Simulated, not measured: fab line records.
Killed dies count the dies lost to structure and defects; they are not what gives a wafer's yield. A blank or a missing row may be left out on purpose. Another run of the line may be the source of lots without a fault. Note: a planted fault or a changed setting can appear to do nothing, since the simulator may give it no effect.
Struck lot and sound lot, side by side	flow n5-finfet	37 steps out of a route of 1938
Sound: these wafers, L345.1, L345.3, L345.4. Struck: wafer L355.4 (left out: L355.2, L355.6 of the same lot, which were not struck); the cause appears at the end.
Order at every step that has rows: each side's tool, ch and its chambers, its first start. Under that, the readings that differ: sound wafers	struck wafers	difference of the means	sigmas: that difference in standard deviations of wafers without a fault.
alike: readings whose means differ by less than 2 such deviations, and words and numbers that are the same on both sides. not compared: withheld readings, readings that some wafer has no value for, bounds like >300 that may hide the same value, and numbers for which the record gives no deviation and whose values overlap.
Wherever a step has rows on one side only, a row that says differs or no value, or a row with sigmas, the two part there. Non-overlapping numbers with no deviation appear without sigmas and do not part them. A reading missing from all wafers of one side parts the sides only when that side holds two or more wafers.

first, 9 steps without rows for these wafers: N5_BEOL_M3_PEB_09 (peb time 60 s); N5_BEOL_M3_DEVELOP_10 (develop time 30 s); N5_BEOL_M3_DESCUM_16 (chemistry O2, time 7 s); N5_BEOL_M3_ETCH_74 (etches underlayer in N2/H2, target depth 6.5 nm, time 5.2 s); N5_BEOL_M3_ETCH_63 (etches SiARC in CF4, target depth 15.6 nm, time 26 s); N5_BEOL_M3_ETCH_64 (etches SOC in N2/H2, target depth 75 nm, overetch 15 nm, time 112.5 s); N5_BEOL_M3_STRIP_65 (strips in N2/H2); N5_BEOL_M3_STRIP_75 (strips in N2/H2); N5_BEOL_M3_STRIP_66 (strips in CF4).
N5_BEOL_M3_HM_OPEN_17: chemistry Cl2/BCl3, target TiN, target depth 20 nm, overetch 6 nm.
  sound on rie-metal-01 ch 0,1, day 7 13:04; struck on rie-metal-01 ch 0, day 10 14:39
reading	sound	struck	difference	sigmas
oes-product-au (a.u.)	0.67 0.50 0.68	0.81	+0.19	+3
model.SOC_of_BEOL_M3_COAT_61.thk-nm (nm)	52.4 52.2 52.4	54.4	+2.1	
model.etch.depth-nm (nm)	20 19.86 20.25	18.51	-1.53	
  alike: drypump-motor-current-A, throttle-valve-pct
  not compared: rf-hours-counter-h
then, 24 steps without rows for these wafers: N5_BEOL_M3_STRIP_19 (strips in O2); N5_BEOL_M3_COAT_67 (time 60 s, resist thk 60 nm); N5_BEOL_M3_COAT_68 (time 60 s, resist thk 12 nm); N5_BEOL_M3_COAT_76 (time 60 s, resist thk 5 nm); N5_BEOL_M3_COAT_22 (resist thk 30 nm); N5_BEOL_M3_EBR_24; N5_BEOL_M3_SOFTBAKE_23 (time 60 s); N5_BEOL_M3_EXPOSE_25 (exposes mask V2, defocus 5 nm); N5_BEOL_M3_PEB_26 (peb time 60 s); N5_BEOL_M3_DEVELOP_27 (develop time 30 s); N5_BEOL_M3_DESCUM_33 (chemistry O2, time 7 s); N5_BEOL_M3_ETCH_77 (etches underlayer in N2/H2, target depth 6.5 nm, time 5.2 s); N5_BEOL_M3_ETCH_69 (etches SiARC in CF4, target depth 15.6 nm, time 26 s); N5_BEOL_M3_ALD_98 (deposits SiO2, target thk 2.5 nm, pulse time 1 s, co reactant pulse time 1 s); N5_BEOL_M3_ETCHBACK_99 (etches SiO2 in CHF3, target depth 5 nm, time 10.4 s); N5_BEOL_M3_ETCH_70 (etches SOC in N2/H2, target depth 80 nm, overetch 16 nm, time 120 s); N5_BEOL_M3_STRIP_71 (strips in N2/H2); N5_BEOL_M3_STRIP_78 (strips in N2/H2); N5_BEOL_M3_VIA_ETCH_34 (etches the open film in C4F6/O2, target depth 69.4 nm, time 65.9 s); N5_BEOL_M3_STRIP_83 (strips in C4F6/O2); N5_BEOL_M3_STRIP_36 (strips in N2/H2); N5_BEOL_M3_TRENCH_ETCH_37 (etches SiOC in C4F6/O2, target depth 55.555 nm, time 29.2 s); N5_BEOL_M3_ETCH_41 (etches SiCN in CH3F/O2, target depth 29.9 nm, time 52.5 s); N5_BEOL_M3_STRIP_97 (strips in N2/H2, time 10 s).
N5_BEOL_M3_OCD_MEAS_38:
  struck on ocd-02, day 10 18:44; sound on ocd-02, day 7 23:13
reading	sound	struck	difference	sigmas
trench-depth-nm (nm)	53.4 53.9 55.5	51.4	-2.9	-3
N5_BEOL_M4_RC_MEAS_101:
  sound on prober-01 ch 0, day 8 13:20; struck on prober-02 ch 0, day 11 11:08
reading	sound	struck	difference	sigmas
DIBL_N (mV/V)	34.9 33.9 35.0	39.5	+4.9	+3
DIBL_P (mV/V)	34.8 33.9 34.9	39.9	+5.4	+3
IOFF_N (nA/um)	0.13 0.11 0.12	0.22	+0.10	+3
IOFF_P (nA/um)	0.16 0.14 0.15	0.26	+0.11	+3
SS_N (mV/dec)	71.2 70.9 70.9	73.9	+2.9	+5
SS_P (mV/dec)	72.7 72.4 72.6	74.1	+1.5	+2
VT_P (mV)	-254 -257 -254	-247	+8	+2
  alike: ION_N, ION_P, VT_N
-- the record jumps here: 4 days lie between the struck wafers' starts before and after (it left off in module BEOL_M4 and takes up again in module PASSIVATION, whose first step shown is number 1936 of the route) --
N5_PASSIVATION_PROBE_49:
  the record has rows for the struck wafers here (prober-01, day 15 19:40) and none for the sound ones

== WHERE THEY PART ==
Last at N5_PASSIVATION_PROBE_49 as far as this record goes, first at N5_BEOL_M3_HM_OPEN_17.

WHY: the cause the simulator had injected
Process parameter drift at N5_BEOL_M3_HM_OPEN_17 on rie-metal-01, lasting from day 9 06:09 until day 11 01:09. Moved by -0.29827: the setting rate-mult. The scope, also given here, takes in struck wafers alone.
